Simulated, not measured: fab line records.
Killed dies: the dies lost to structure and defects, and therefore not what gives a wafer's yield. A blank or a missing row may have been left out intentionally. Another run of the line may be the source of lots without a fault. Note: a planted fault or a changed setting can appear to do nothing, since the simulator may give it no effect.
Split-lot study -- flow n5 finfet -- on a route of 1938 steps: 7 lots, 21 wafers read

## ABOUT THE SPLIT
At N5_BEOL_M4_ETCH_64 (etches SOC in N2/H2, target depth 75 nm, overetch 22.5 nm, time 121.9 s), the setting bias w was moved away from the recipe's 150 W on 10 of the 21 wafers read, by -8.2% to +11.5%. This setting was run at the recipe's value on the other wafers.

The split's own step is where the reading is taken.

## THE READING
rf vpp V, in V, at N5_BEOL_M4_ETCH_64 (etches SOC in N2/H2, target depth 75 nm, overetch 22.5 nm, time 121.9 s). Typical for fault-free wafers on this fab line: 524.5 V, with standard deviation 2.6 V.

wafer,"tool, chamber at the split","bias w as run, W",against the recipe,"rf vpp V, V",against lot-mates on the recipe
L074.1,"rie diel-04, 2",164.4,+9.6%,553.9,+29.6
L074.2,"rie diel-04, 3",150,recipe,522.4,-
L074.3,"rie diel-04, 1",150,recipe,526.2,-
L083.2,"rie diel-02, 0",167.2,+11.5%,562.2,+41.4
L083.3,"rie diel-02, 2",167.2,+11.5%,556.6,+35.8
L083.6,"rie diel-02, 2",150,recipe,520.8,-
L090.3,"rie diel-04, 0",150,recipe,528.3,-
L090.4,"rie diel-04, 2",164.9,+9.9%,554.9,+26.6
L090.5,"rie diel-04, 0",164.9,+9.9%,560.7,+32.4
L092.1,"rie diel-03, 2",150,recipe,522.1,-
L092.2,"rie diel-03, 3",150,recipe,526.1,-
L092.3,"rie diel-03, 1",150,recipe,524.7,-
L089.1,"rie diel-03, 0",150,recipe,521.3,-
L089.2,"rie diel-03, 2",142.4,-5.1%,505.7,-17.8
L089.3,"rie diel-03, 3",150,recipe,525.8,-
L093.3,"rie diel-03, 3",150,recipe,522.6,-
L093.4,"rie diel-03, 1",140,-6.7%,502.8,-19.8
L093.5,"rie diel-03, 3",140,-6.7%,501.8,-20.8
L095.4,"rie diel-03, 3",137.7,-8.2%,497.4,-24.7
L095.5,"rie diel-03, 0",150,recipe,522.1,-
L095.6,"rie diel-03, 1",137.7,-8.2%,498.2,-23.9

FIT RESULTS
A straight line over all 21 wafers: rf vpp V changes by +3.23 V for each +1% of bias w; r = +0.99; the points scatter about the line by 2.4 V.
The same after taking each lot's own level away (the mean of its wafers on the recipe; 21 wafers): +3.13 V for each +1%; r = +0.99; scatter 2.1 V.
Per that fit: largest bias w move, reading shift of 36 V.
From 520.80 to 528.30 V: that is the span of the lots' own levels, equal to 2.9 times the standard deviation above.
Consequently the slope shifts little with the lot-to-lot level, the two slopes agreeing.
Check: +34.9 V against its lot-mates is what the line predicts for one of the wafers moved furthest among these (+11.5%) when that wafer is left out of the fit. It came out at +41.4 V against them.
Tool readings at the split's step, against how far the setting was moved: rf vpp V r = +0.99.

## THE OTHER SPLITS THESE WAFERS WENT THROUGH
Note: prior to the reading, these wafers also went through further splits. Each is held against what the fit with the lots' levels taken away leaves over:
other split on the same wafers,wafers away from the commonest value,r with rf vpp V (lot level and that fit taken away)
N5_BEOL_M4_COAT_05 spin rpm,3,+0.04

## THE WHOLE CHAIN: every reading that the file lists as answering this split, in the file's order
step,what it does,reading,change (the file's fit),r (the file's)
N5_BEOL_M4_ETCH_64,"etches SOC in N2/H2, target depth 75 nm, overetch 22.5 nm, time 121.9 s",rf vpp V,+3.14 V for each +1% of the setting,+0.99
N5_BEOL_M4_ETCH_64,"etches SOC in N2/H2, target depth 75 nm, overetch 22.5 nm, time 121.9 s","SiARC_of_BEOL_M4_COAT_62.thk nm (the simulator's own value, which no gauge read)",-0.0823 nm for each +1% of the setting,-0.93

## THE FILE'S OWN FIT
rf vpp V changes by +3.14 V for each +1% of bias w, r = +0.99.
